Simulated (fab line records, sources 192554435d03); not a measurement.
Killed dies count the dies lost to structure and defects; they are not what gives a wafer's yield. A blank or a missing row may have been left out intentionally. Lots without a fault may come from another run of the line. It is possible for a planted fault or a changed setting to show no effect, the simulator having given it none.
Which tool did it? ; flow n5Finfet ; 24 lots, 72 wafers sampled, at 5 steps of a route of 1938

WHAT THE GAUGES SHOWED, per wafer
N5_BEOL_M2_CD_MEAS_11: target cd 16.79 nm.
lot;measured;on;cdNm (nm)
L074;day 6 12:01;cdSem-03;16.96 16.86 16.88
L075;day 6 22:46;cdSem-01;17.03 16.80 16.89
L076;day 7 03:06;cdSem-03;17.16 16.49 17.19
L077;day 7 08:55;cdSem-02;17.13 17.01 17.38
L078;day 7 10:46;cdSem-01;16.71 16.88 16.78
L079;day 7 19:40;cdSem-02;16.63 17.06 17.01
L080;day 7 20:37;cdSem-01;17.03 16.90 16.86
L082;day 8 14:56;cdSem-01;16.92 16.62 16.57
L081;day 8 15:18;cdSem-02;17.12 16.89 16.79
L083;day 9 03:54;cdSem-01;16.28 16.58 16.77
L085;day 9 06:46;cdSem-01;17.23 16.81 17.25
L084;day 9 07:04;cdSem-03;16.60 16.50 16.55
L086;day 9 19:14;cdSem-02;16.43 17.10 16.89
L088;day 9 20:34;cdSem-01;16.90 16.97 16.77
L087;day 10 01:56;cdSem-03;17.52 16.84 17.25
L089;day 10 07:25;cdSem-01;17.10 16.86 16.84
L090;day 10 17:26;cdSem-01;16.45 16.76 16.98
L091;day 11 02:01;cdSem-01;17.02 16.87 16.90
L092;day 11 03:24;cdSem-01;16.81 16.93 16.56
L093;day 11 06:42;cdSem-03;16.98 16.92 16.84
L094;day 11 21:04;cdSem-02;17.53 16.93 17.03
L095;day 12 04:29;cdSem-02;16.91 16.87 16.78
L096;day 12 09:05;cdSem-02;16.38 16.70 16.39
L097;day 12 09:22;cdSem-03;16.60 16.68 16.72

N5_BEOL_M2_CD_MEAS_28: target cd 26.2 nm, target cd y 24.1 nm.
lot;measured;on;cdNm (nm)
L074;day 6 13:01;cdSem-03;26.51 26.34 26.38
L075;day 6 23:49;cdSem-01;26.18 26.08 26.26
L076;day 7 04:11;cdSem-01;25.67 25.77 26.36
L077;day 7 10:31;cdSem-01;26.35 26.57 26.25
L078;day 7 12:20;cdSem-03;26.32 26.31 26.10
L079;day 7 21:13;cdSem-01;26.25 26.34 26.74
L080;day 7 21:39;cdSem-03;26.47 26.67 26.35
L082;day 8 15:49;cdSem-01;25.86 26.15 26.38
L081;day 8 16:11;cdSem-02;26.17 26.17 26.10
L083;day 9 04:49;cdSem-01;26.07 26.10 26.24
L085;day 9 07:41;cdSem-01;25.95 26.55 26.04
L084;day 9 07:59;cdSem-01;26.22 26.15 26.11
L086;day 9 20:22;cdSem-01;26.07 26.54 26.64
L088;day 9 21:29;cdSem-01;26.46 26.09 26.10
L087;day 10 02:50;cdSem-03;26.14 25.62 26.32
L089;day 10 08:25;cdSem-01;26.02 26.08 26.18
L090;day 10 18:29;cdSem-01;26.18 26.62 26.30
L091;day 11 04:04;cdSem-01;26.20 26.11 26.29
L092;day 11 05:07;cdSem-03;26.23 26.45 26.42
L093;day 11 07:42;cdSem-03;26.11 25.85 26.55
L094;day 11 21:56;cdSem-01;26.26 25.45 25.94
L095;day 12 05:29;cdSem-02;26.40 26.29 26.64
L096;day 12 10:05;cdSem-02;26.41 25.96 26.37
L097;day 12 10:23;cdSem-03;26.19 26.30 26.38

N5_BEOL_M2_CD_MEAS_35: target cd 18 nm, target cd y 22.2 nm.
lot;measured;on;cdNm (nm)
L074;day 6 14:03;cdSem-02;17.9 17.9 18.1
L075;day 7 02:41;cdSem-01;18.5 17.9 17.6
L076;day 7 10:49;cdSem-02;18.8 18.1 17.8
L077;day 8 06:29;cdSem-03;18.0 18.3 18.5
L078;day 8 06:58;cdSem-03;17.7 18.5 17.1
L079;day 8 16:29;cdSem-02;18.3 18.1 18.7
L080;day 8 16:52;cdSem-01;17.7 18.0 17.9
L082;day 8 19:35;cdSem-01;17.5 18.1 17.5
L081;day 8 22:20;cdSem-02;18.7 18.4 18.4
L083;day 9 12:52;cdSem-03;18.0 17.7 18.1
L085;day 9 12:23;cdSem-02;17.5 18.4 18.2
L084;day 9 15:49;cdSem-02;17.9 18.2 18.1
L086;day 9 22:41;cdSem-03;17.9 18.2 18.2
L088;day 9 23:09;cdSem-03;18.0 18.4 18.3
L087;day 10 03:47;cdSem-02;18.6 17.9 18.1
L089;day 10 11:55;cdSem-01;18.3 18.0 19.1
L090;day 11 03:12;cdSem-01;17.8 17.5 18.0
L091;day 11 06:31;cdSem-01;17.7 18.2 18.3
L092;day 11 20:49;cdSem-02;18.0 17.7 17.4
L093;day 11 10:50;cdSem-01;17.7 18.0 18.1
L094;day 11 23:58;cdSem-03;18.5 18.3 17.9
L095;day 12 11:45;cdSem-03;17.6 17.7 17.6
L096;day 12 12:35;cdSem-02;17.6 17.4 17.0
L097;day 12 15:09;cdSem-03;18.3 18.1 18.1

TOOL THAT RAN EACH LOT (tool first, then ch and the chambers of the sampled wafers, then the start)
lot;N5_BEOL_M2_STRIP_66;N5_BEOL_M2_ETCH_70
L074;rieDiel-06 ch 0,2,3, day 6 12:20;rieDiel-01 ch 1,2,3, day 6 13:31
L075;rieDiel-06 ch 0,1, day 6 23:12;rieDiel-06 ch 0,2,3, day 7 02:10
L076;rieDiel-01 ch 0,1,2, day 7 03:26;rieDiel-06 ch 0,1,3, day 7 10:17
L077;rieDiel-06 ch 1,3, day 7 09:50;rieDiel-01 ch 2,3, day 8 05:58
L078;rieDiel-01 ch 0,1,2, day 7 11:47;rieDiel-01 ch 0,2,3, day 8 06:27
L079;rieDiel-01 ch 2,3, day 7 20:31;rieDiel-01 ch 0,1, day 8 15:58
L080;rieDiel-06 ch 0,1,3, day 7 21:01;rieDiel-05 ch 1,2,3, day 8 16:22
L082;rieDiel-01 ch 0,1,2, day 8 15:17;rieDiel-05 ch 0,1,2, day 8 19:03
L081;rieDiel-05 ch 2,3, day 8 15:38;rieDiel-01 ch 0,2, day 8 21:49
L083;rieDiel-06 ch 0,1,3, day 9 04:15;rieDiel-01 ch 0,1,2, day 9 12:21
L085;rieDiel-01 ch 0,2, day 9 07:07;rieDiel-01 ch 0,2, day 9 11:52
L084;rieDiel-06 ch 0,3, day 9 07:25;rieDiel-01 ch 0,1, day 9 15:19
L086;rieDiel-06 ch 0,3, day 9 19:40;rieDiel-06 ch 2,3, day 9 22:10
L088;rieDiel-05 ch 0,3, day 9 20:53;rieDiel-06 ch 0,2, day 9 22:38
L087;rieDiel-01 ch 0,1,2, day 10 02:17;rieDiel-01 ch 0,2,3, day 10 03:16
L089;rieDiel-01 ch 1,2, day 10 07:45;rieDiel-01 ch 0,1,2, day 10 11:24
L090;rieDiel-01 ch 0,1,3, day 10 17:49;rieDiel-06 ch 1,2,3, day 11 02:41
L091;rieDiel-01 ch 0,2,3, day 11 03:21;rieDiel-01 ch 1,2,3, day 11 06:00
L092;rieDiel-06 ch 1,2, day 11 04:26;rieDiel-06 ch 1, day 11 20:08
L093;rieDiel-06 ch 1,3, day 11 07:09;rieDiel-01 ch 0,1,3, day 11 10:20
L094;rieDiel-05 ch 2,3, day 11 21:23;rieDiel-01 ch 0,1, day 11 23:27
L095;rieDiel-05 ch 0,1,3, day 12 04:49;rieDiel-01 ch 0,2, day 12 11:14
L096;rieDiel-06 ch 1,3, day 12 09:25;rieDiel-05 ch 0,3, day 12 12:05
L097;rieDiel-06 ch 0,1,3, day 12 09:43;rieDiel-06 ch 0,1,3, day 12 14:38
- N5_BEOL_M2_STRIP_66: strips in CF4.
- N5_BEOL_M2_ETCH_70: etches SOC in N2/H2, target depth 80 nm, overetch 24 nm, time 130 s.

WHAT THE TOOLS THEMSELVES READ (means of the sampled wafers that have a number; where no wafer has one, the mark that the record gives instead)
N5_BEOL_M2_STRIP_66.
lot;tool;drypumpMotorCurrentA (A);oesProductAu (a.u.);rfVppV (V);showerheadPlenumPTorr (Torr);throttleValvePct (%)
L074;rieDiel-06;5.9;0.71;269.6;1.74;13.68
L075;rieDiel-06;5.4;0.76;269.7;1.78;13.68
L076;rieDiel-01;5.4;0.80;271.3;1.79;13.42
L077;rieDiel-06;5.2;0.71;268.3;1.71;13.81
L078;rieDiel-01;5.5;0.79;270.8;1.79;13.45
L079;rieDiel-01;6.0;0.78;271.8;1.80;13.36
L080;rieDiel-06;5.3;0.73;271.0;1.74;13.77
L082;rieDiel-01;5.5;0.78;271.2;1.78;13.47
L081;rieDiel-05;5.9;0.69;271.8;1.83;13.78
L083;rieDiel-06;5.3;0.72;270.3;1.74;13.79
L085;rieDiel-01;5.9;0.80;272.0;1.79;13.36
L084;rieDiel-06;5.6;0.73;271.4;1.76;13.70
L086;rieDiel-06;5.5;0.70;269.3;1.72;13.78
L088;rieDiel-05;6.1;0.80;271.3;1.78;13.49
L087;rieDiel-01;5.5;0.76;271.5;1.78;13.50
L089;rieDiel-01;5.5;0.75;272.9;1.80;13.47
L090;rieDiel-01;5.1;0.81;270.6;1.76;13.51
L091;rieDiel-01;5.5;0.83;270.1;1.77;13.39
L092;rieDiel-06;5.5;0.80;271.8;1.79;13.72
L093;rieDiel-06;5.2;0.69;269.2;1.70;13.91
L094;rieDiel-05;5.9;0.76;272.0;1.82;13.66
L095;rieDiel-05;6.0;0.82;270.5;1.78;13.52
L096;rieDiel-06;5.3;0.86;272.4;1.84;13.55
L097;rieDiel-06;5.3;0.80;271.4;1.80;13.67

N5_BEOL_M2_ETCH_70.
lot;tool;drypumpMotorCurrentA (A);oesProductAu (a.u.);rfVppV (V);showerheadPlenumPTorr (Torr);tempC (C);throttleValvePct (%)
L074;rieDiel-01;5.6;0.57;524.5;2.55;40.01;17.6
L075;rieDiel-06;5.9;0.53;522.1;2.46;40.06;18.0
L076;rieDiel-06;5.3;0.55;521.1;2.48;40.01;18.0
L077;rieDiel-01;6.1;0.57;524.7;2.55;40.02;17.5
L078;rieDiel-01;5.5;0.57;523.6;2.52;39.99;17.7
L079;rieDiel-01;5.0;0.56;523.3;2.51;39.92;17.8
L080;rieDiel-05;5.8;0.51;525.1;2.58;40.02;17.9
L082;rieDiel-05;5.8;0.55;523.1;2.53;40.06;17.7
L081;rieDiel-01;5.9;0.60;523.6;2.53;40.09;17.4
L083;rieDiel-01;5.5;0.58;523.3;2.52;39.99;17.6
L085;rieDiel-01;5.4;0.59;521.0;2.49;39.93;17.7
L084;rieDiel-01;5.0;0.57;521.8;2.49;40.03;17.9
L086;rieDiel-06;5.8;0.58;522.9;2.53;40.12;18.0
L088;rieDiel-06;5.9;0.62;525.6;2.59;39.94;17.7
L087;rieDiel-01;5.5;0.63;522.4;2.51;40.10;17.6
L089;rieDiel-01;5.5;0.57;523.0;2.51;40.04;17.7
L090;rieDiel-06;5.7;0.58;522.9;2.52;39.95;18.0
L091;rieDiel-01;5.6;0.61;523.9;2.53;40.00;17.6
L092;rieDiel-06;4.9;0.54;520.7;2.43;39.95;18.1
L093;rieDiel-01;5.1;0.60;522.2;2.50;40.14;17.8
L094;rieDiel-01;5.0;0.56;521.9;2.48;39.93;17.9
L095;rieDiel-01;5.9;0.58;523.7;2.52;39.95;17.5
L096;rieDiel-05;6.1;0.55;523.8;2.56;40.01;18.0
L097;rieDiel-06;5.3;0.58;524.1;2.56;40.07;18.0

THE ANSWER, worked out from the rows above alone
Rule: the lots themselves supply what counts as usual. Put in order of their means at a reading, lots are off if they are a third of the lots or fewer, leave a main group of 4 or more, and stand apart from it by a gap of 3 or more times the standard deviation of the main group's means; of several such gaps the widest counts. A main group is skipped when, at the precision printed for the reading in the tables above, its means are all equal. A lot without any number at a reading at which 4 lots or more have one is off too. Any other lot the step has rows for is counted as sound. After the gauges, taken in route order, come the tools' own readings; for these a lot's mean is taken, as printed above. At the first step where some lot is off, the reading lying furthest off is the one used; lots without a number count as furthest.
No lot is off on any of the readings shown, so nothing can be concluded from this.

WHAT THE SIMULATOR HAD PUT IN
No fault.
